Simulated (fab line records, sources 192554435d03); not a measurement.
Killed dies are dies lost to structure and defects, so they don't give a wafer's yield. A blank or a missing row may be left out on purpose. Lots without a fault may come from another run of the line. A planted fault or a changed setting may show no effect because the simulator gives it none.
One fault seen from 2 desks | flow n5_finfet | each desk has only its own numbers; what lay behind them comes last

THE TOOL OWNER'S DESK: krf_scanner-02
The tool's own readings at N5_ZERO_LAYER_EXPOSE_08 (exposes mask ZERO, defocus 0 nm, target cd 2000 nm): means of the sampled wafers that have a number, for each lot that ran on this tool. A lot is out of limits, marked OUT, if its mean lies more than 4 standard deviations from the usual mean; the brackets give that distance.
Columns: A = exposure_dose_mJ_cm2 at N5_ZERO_LAYER_EXPOSE_08, usual 16.193
lot  | first seen here | A
L713 | day 1 18:29     | 16.201
L714 | day 2 00:31     | 16.191
L716 | day 2 12:47     | 16.192
L717 | day 2 18:29     | 16.212
L729 | day 5 18:37     | 16.191
L730 | day 6 00:28     | 16.183
L735 | day 7 06:36     | 16.182
This desk's finding: nothing out of limits on any of the 7 lots.

THE METROLOGY DESK
What the gauges read, lot by lot, whatever tool the lot ran on: means of the sampled wafers that have a number. A lot is out of limits, marked OUT, if its mean lies more than 4 standard deviations from the usual mean; the brackets give that distance. Of its 12 readings 7 are shown: those that lie furthest out on some lot.
Columns: A = cd_nm at N5_ZERO_LAYER_CD_MEAS_11, usual 1998.7 nm; B = DIBL_N at N5_BEOL_M4_RC_MEAS_101, usual 35.9 mV/V; C = DIBL_P at N5_BEOL_M4_RC_MEAS_101, usual 35.9 mV/V; D = IOFF_P at N5_BEOL_M4_RC_MEAS_101, usual 0.204 nA/um; E = ION_P at N5_BEOL_M4_RC_MEAS_101, usual 462 uA/um; F = SS_P at N5_BEOL_M4_RC_MEAS_101, usual 73.2 mV/dec; G = VT_P at N5_BEOL_M4_RC_MEAS_101, usual -250.6 mV
lot  | first seen here | A      | B    | C    | D     | E   | F    | G
L713 | day 1 18:40     | 1999.3 | 35.4 | 36.0 | 0.203 | 460 | 73.6 | -251.5
L714 | day 2 00:41     | 2002.1 | 33.7 | 34.8 | 0.195 | 463 | 72.6 | -250.3
L716 | day 2 12:56     | 2004.5 | 36.3 | 36.4 | 0.186 | 461 | 73.1 | -252.2
L717 | day 2 18:38     | 2004.7 | 36.0 | 35.6 | 0.195 | 463 | 73.2 | -251.9
L724 | day 4 12:38     | 1998.5 | 34.7 | 33.9 | 0.215 | 468 | 73.5 | -249.1
L725 | day 4 18:38     | 2000.9 | 37.1 | 34.9 | 0.243 | 472 | 73.1 | -245.1
L729 | day 5 18:48     | 1998.7 | 36.4 | 36.6 | 0.175 | 456 | 73.1 | -253.4
L730 | day 6 00:38     | 1998.0 | 34.7 | 36.4 | 0.203 | 468 | 73.3 | -251.3
L735 | day 7 06:46     | 1998.7 | 35.5 | 34.7 | 0.225 | 471 | 73.0 | -246.5
This desk's finding: nothing out of limits on any of the 9 lots.

PUT TOGETHER
The tool owner's desk saw nothing out of limits.
The metrology desk saw nothing out of limits.

WHAT THE SIMULATOR HAD PUT IN
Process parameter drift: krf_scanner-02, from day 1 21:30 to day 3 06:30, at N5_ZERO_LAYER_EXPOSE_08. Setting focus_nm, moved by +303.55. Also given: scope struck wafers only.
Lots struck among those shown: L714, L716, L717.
